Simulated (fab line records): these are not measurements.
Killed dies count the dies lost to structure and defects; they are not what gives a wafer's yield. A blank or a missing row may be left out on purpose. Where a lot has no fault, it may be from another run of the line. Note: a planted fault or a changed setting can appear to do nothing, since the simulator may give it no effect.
Which tool is to blame? -- flow n5Finfet -- 24 lots, 72 wafers sampled, at 5 steps of a route of 1938

## WHAT THE GAUGES SHOWED, per wafer
N5_SD_EPI_P_CD_MEAS_09 targets a cd of 240 nm.
lot,measured,on,cdNm (nm)
L074,day 3 06:39,cdSem-02,241.4 241.9 241.1
L076,day 3 16:37,cdSem-01,239.3 239.7 240.1
L075,day 3 17:02,cdSem-02,238.8 240.1 242.0
L077,day 4 00:29,cdSem-02,241.1 240.4 240.8
L078,day 4 04:44,cdSem-01,240.7 239.1 239.5
L079,day 4 12:47,cdSem-01,239.7 240.5 240.8
L081,day 5 03:46,cdSem-02,241.5 242.2 240.5
L080,day 5 04:26,cdSem-03,241.0 239.9 239.7
L082,day 5 09:48,cdSem-01,241.2 241.0 239.8
L083,day 5 14:13,cdSem-03,241.9 242.2 240.5
L084,day 5 21:47,cdSem-02,241.1 241.2 242.2
L085,day 6 04:32,cdSem-03,240.7 240.8 241.6
L086,day 6 08:16,cdSem-02,241.6 240.6 241.0
L088,day 6 16:25,cdSem-02,241.2 241.4 240.6
L087,day 6 18:59,cdSem-02,241.1 240.5 241.5
L089,day 7 01:12,cdSem-03,241.3 242.0 241.6
L090,day 7 04:10,cdSem-01,240.8 240.4 239.7
L091,day 7 11:49,cdSem-03,238.7 239.4 240.6
L092,day 7 15:57,cdSem-01,239.2 238.9 238.6
L093,day 7 23:25,cdSem-02,242.3 242.1 241.4
L094,day 8 05:31,cdSem-02,240.2 241.3 240.5
L095,day 8 10:44,cdSem-01,240.6 240.1 240.8
L096,day 8 19:29,cdSem-02,241.9 241.4 242.0
L097,day 9 00:57,cdSem-02,241.4 241.8 242.3

N5_SD_EPI_P_EPI_MEAS_23.
lot,measured,on,thkNm (nm)
L074,day 3 10:17,filmMetro-02,61.3 61.1 62.3
L076,day 3 20:15,filmMetro-02,59.0 61.7 62.2
L075,day 3 20:40,filmMetro-02,60.0 62.2 62.9
L077,day 4 04:58,filmMetro-01,61.9 59.5 62.8
L078,day 4 09:20,filmMetro-02,61.0 61.1 60.6
L079,day 4 17:43,filmMetro-02,61.2 59.8 60.4
L081,day 5 07:26,filmMetro-01,59.5 60.6 59.7
L080,day 5 08:25,filmMetro-01,60.8 60.3 60.3
L082,day 5 14:19,filmMetro-01,60.1 60.5 58.3
L083,day 5 17:51,filmMetro-02,62.1 61.4 61.2
L084,day 6 01:26,filmMetro-01,59.0 59.8 59.9
L085,day 6 08:10,filmMetro-01,61.6 61.5 60.8
L086,day 6 11:55,filmMetro-01,60.9 63.7 59.4
L088,day 6 20:17,filmMetro-02,60.4 60.2 60.7
L087,day 6 22:37,filmMetro-02,59.6 59.4 60.7
L089,day 7 04:50,filmMetro-02,62.7 59.0 58.9
L090,day 7 08:58,filmMetro-02,62.9 59.7 60.4
L091,day 7 16:27,filmMetro-01,59.9 60.3 59.6
L092,day 7 19:38,filmMetro-02,60.1 64.4 62.2
L093,day 8 03:17,filmMetro-01,61.5 60.3 60.1
L094,day 8 09:11,filmMetro-01,61.8 61.1 58.2
L095,day 8 14:47,filmMetro-01,61.2 62.4 60.6
L096,day 8 23:58,filmMetro-02,61.4 60.3 61.0
L097,day 9 05:19,filmMetro-02,62.0 59.9 60.5

N5_ILD0_THK_MEAS_13.
lot,measured,on,thkNm (nm)
L074,day 3 17:56,filmMetro-01,16.0 18.5 15.5
L076,day 4 03:47,filmMetro-02,16.8 16.1 16.2
L075,day 4 03:55,filmMetro-02,18.3 17.9 18.7
L077,day 4 12:10,filmMetro-02,15.7 16.7 15.5
L078,day 4 16:30,filmMetro-02,18.2 17.5 16.7
L079,day 5 02:13,filmMetro-01,16.9 17.4 17.1
L081,day 5 14:35,filmMetro-01,16.0 13.8 15.3
L080,day 5 16:09,filmMetro-02,16.5 15.8 16.0
L082,day 5 21:43,filmMetro-02,17.9 17.1 17.3
L083,day 6 01:10,filmMetro-02,17.3 15.9 16.1
L084,day 6 08:44,filmMetro-01,16.5 16.6 16.2
L085,day 6 16:29,filmMetro-01,17.1 15.8 17.2
L086,day 6 19:21,filmMetro-01,16.5 16.2 17.4
L088,day 7 03:38,filmMetro-02,15.7 15.9 15.9
L087,day 7 05:52,filmMetro-01,15.8 15.6 15.9
L089,day 7 12:05,filmMetro-02,16.5 18.9 17.1
L090,day 7 16:19,filmMetro-02,17.0 18.8 17.9
L091,day 7 23:50,filmMetro-02,19.2 16.8 18.5
L092,day 8 02:49,filmMetro-01,15.6 16.3 15.9
L093,day 8 11:37,filmMetro-01,18.8 18.8 18.3
L094,day 8 18:46,filmMetro-01,18.1 16.8 15.6
L095,day 9 00:49,filmMetro-02,15.1 15.6 17.9
L096,day 9 07:19,filmMetro-01,15.0 17.6 16.3
L097,day 9 12:50,filmMetro-02,19.1 18.2 19.1

## WHAT TOOL EACH LOT RAN ON (gives the tool, then ch and the chambers of the sampled wafers, and finally the start)
lot,N5_SD_EPI_P_ETCH_36,N5_ILD0_LINER_00
L074,"rieDiel-01 ch 0,1,3, day 3 06:46","aldSin-01 ch 0,2,3, day 3 11:31"
L076,"rieDiel-06 ch 0,1,3, day 3 16:45","aldSin-01 ch 1,2,3, day 3 21:35"
L075,"rieDiel-03 ch 0,1,2, day 3 17:10","aldSin-04 ch 1,2, day 3 21:43"
L077,"rieDiel-01 ch 0,3, day 4 00:37","aldSin-01 ch 0,1,3, day 4 05:58"
L078,"rieDiel-03 ch 0,2,3, day 4 04:59","aldSin-01 ch 2,3, day 4 10:18"
L079,"rieDiel-06 ch 0,3, day 4 13:22","aldSin-01 ch 0,1,2, day 4 20:01"
L081,"rieDiel-01 ch 0,1,3, day 5 03:55","aldSin-01 ch 0,2,3, day 5 08:24"
L080,"rieDiel-06 ch 1,2,3, day 5 04:33","aldSin-01 ch 0,1,2, day 5 09:31"
L082,"rieDiel-06 ch 0,1,3, day 5 09:58","aldSin-02 ch 1,2,3, day 5 15:17"
L083,"rieDiel-06 ch 1,2,3, day 5 14:20","aldSin-02 ch 0,2,3, day 5 18:49"
L084,"rieDiel-03 ch 1,2, day 5 21:54","aldSin-02 ch 0,2,3, day 6 02:32"
L085,"rieDiel-01 ch 1,2,3, day 6 04:40","aldSin-02 ch 0,1,3, day 6 09:19"
L086,"rieDiel-03 ch 1,2,3, day 6 08:23","aldSin-02 ch 0,1,2, day 6 12:53"
L088,"rieDiel-01 ch 1,2,3, day 6 16:46","aldSin-01 ch 1,2,3, day 6 21:16"
L087,"rieDiel-01 ch 1,2,3, day 6 19:06","aldSin-04 ch 0,1,2, day 6 23:35"
L089,"rieDiel-06 ch 1,2, day 7 01:19","aldSin-02 ch 0,1,2, day 7 05:51"
L090,"rieDiel-03 ch 1,2,3, day 7 04:17","aldSin-01 ch 2,3, day 7 10:07"
L091,"rieDiel-03 ch 0,1, day 7 12:04","aldSin-02 ch 0,1,2, day 7 17:26"
L092,"rieDiel-06 ch 0,1,2, day 7 16:08","aldSin-01 ch 0,1,3, day 7 20:37"
L093,"rieDiel-03 ch 1,2, day 7 23:46","aldSin-04 ch 1,2,3, day 8 05:15"
L094,"rieDiel-01 ch 0,1,2, day 8 05:38","aldSin-01 ch 1,2,3, day 8 10:34"
L095,"rieDiel-01 ch 1,2,3, day 8 11:07","aldSin-04 ch 2,3, day 8 18:26"
L096,"rieDiel-03 ch 0,1, day 8 19:37","aldSin-01 ch 1,2,3, day 9 01:07"
L097,"rieDiel-03 ch 1,3, day 9 01:49","aldSin-04 ch 1,2,3, day 9 06:31"
- N5_SD_EPI_P_ETCH_36: etches SiARC in CF4, target depth 45.5 nm, time 75.8 s.
- N5_ILD0_LINER_00: material SiNx, target thk 4 nm, pulse time 1 s, purge time 2 s.

## AS READ BY THE TOOLS THEMSELVES (means over the sampled wafers that have a number; for cases with no such wafer, the mark the record gives instead)
N5_SD_EPI_P_ETCH_36.
lot,tool,drypumpMotorCurrentA (A),etchRfOnTimeS (s),oesProductAu (a.u.),rfVppV (V),showerheadPlenumPTorr (Torr),throttleValvePct (%)
L074,rieDiel-01,6.2,72.9,0.70,184.1,2.12,15.56
L076,rieDiel-06,5.5,77.7,0.69,182.9,2.08,15.47
L075,rieDiel-03,5.8,77.8,0.61,185.5,2.15,15.98
L077,rieDiel-01,6.3,75.1,0.62,184.9,2.12,15.78
L078,rieDiel-03,5.5,78.2,0.61,183.8,2.12,15.89
L079,rieDiel-06,5.4,75.9,0.70,183.2,2.07,15.53
L081,rieDiel-01,6.2,74.4,0.68,183.6,2.11,15.58
L080,rieDiel-06,5.4,75.5,0.65,183.6,2.09,15.69
L082,rieDiel-06,5.5,75.6,0.69,183.4,2.08,15.51
L083,rieDiel-06,5.4,74.9,0.64,183.1,2.09,15.69
L084,rieDiel-03,5.7,75.9,0.61,183.7,2.12,16.08
L085,rieDiel-01,6.2,74.8,0.67,183.7,2.11,15.59
L086,rieDiel-03,5.4,75.8,0.62,183.5,2.10,15.97
L088,rieDiel-01,6.2,73.8,0.67,183.6,2.11,15.60
L087,rieDiel-01,6.2,74.3,0.66,183.6,2.11,15.60
L089,rieDiel-06,5.6,74.1,0.63,182.4,2.11,15.78
L090,rieDiel-03,5.4,75.4,0.62,183.8,2.10,15.99
L091,rieDiel-03,5.8,76.3,0.66,184.8,2.13,15.90
L092,rieDiel-06,5.8,75.5,0.67,184.3,2.10,15.59
L093,rieDiel-03,5.6,76.3,0.61,184.0,2.13,16.09
L094,rieDiel-01,6.0,73.8,0.79,183.5,2.09,15.42
L095,rieDiel-01,6.2,73.0,0.74,183.6,2.10,15.45
L096,rieDiel-03,5.9,76.0,0.70,184.1,2.14,15.68
L097,rieDiel-03,5.4,76.0,0.59,182.9,2.08,16.04

N5_ILD0_LINER_00.
lot,tool,heaterPowerW (W),precursorPulseHeightRel
L074,aldSin-01,777,1.004
L076,aldSin-01,785,1.014
L075,aldSin-04,888,0.994
L077,aldSin-01,747,1.004
L078,aldSin-01,795,0.998
L079,aldSin-01,772,1.017
L081,aldSin-01,767,1.006
L080,aldSin-01,765,0.988
L082,aldSin-02,884,0.984
L083,aldSin-02,894,1.022
L084,aldSin-02,900,0.994
L085,aldSin-02,977,0.992
L086,aldSin-02,938,0.972
L088,aldSin-01,794,1.019
L087,aldSin-04,870,0.984
L089,aldSin-02,933,1.013
L090,aldSin-01,816,1.002
L091,aldSin-02,932,1.006
L092,aldSin-01,756,1.000
L093,aldSin-04,803,1.002
L094,aldSin-01,806,1.005
L095,aldSin-04,771,1.004
L096,aldSin-01,794,0.988
L097,aldSin-04,815,0.998

## THE ANSWER, worked out from the rows above alone
Rule: usual is defined by the lots themselves. The widest of any qualifying gaps counts: lots, ordered by their means at a reading, are off when they make up no more than a third of the lots, leave a main group of 4 or more, and stand apart from it by 3 or more times the standard deviation of that group's means. A main group whose means are all the same, to the digits that the tables above print for the reading, isn't used. A lot without any number at a reading at which 4 lots or more have one is off too. The other lots that the step has rows for count as sound. Order of review: gauges by route order, followed by the tools' own readings, for which a lot's mean as printed above is used. The first step at which some lot is off is used, and at that step the reading that is off furthest; a lot without a number counts as furthest.
No lot is off on any of the readings shown, so nothing can be concluded from this.

## WHAT THE SIMULATOR HAD PUT IN
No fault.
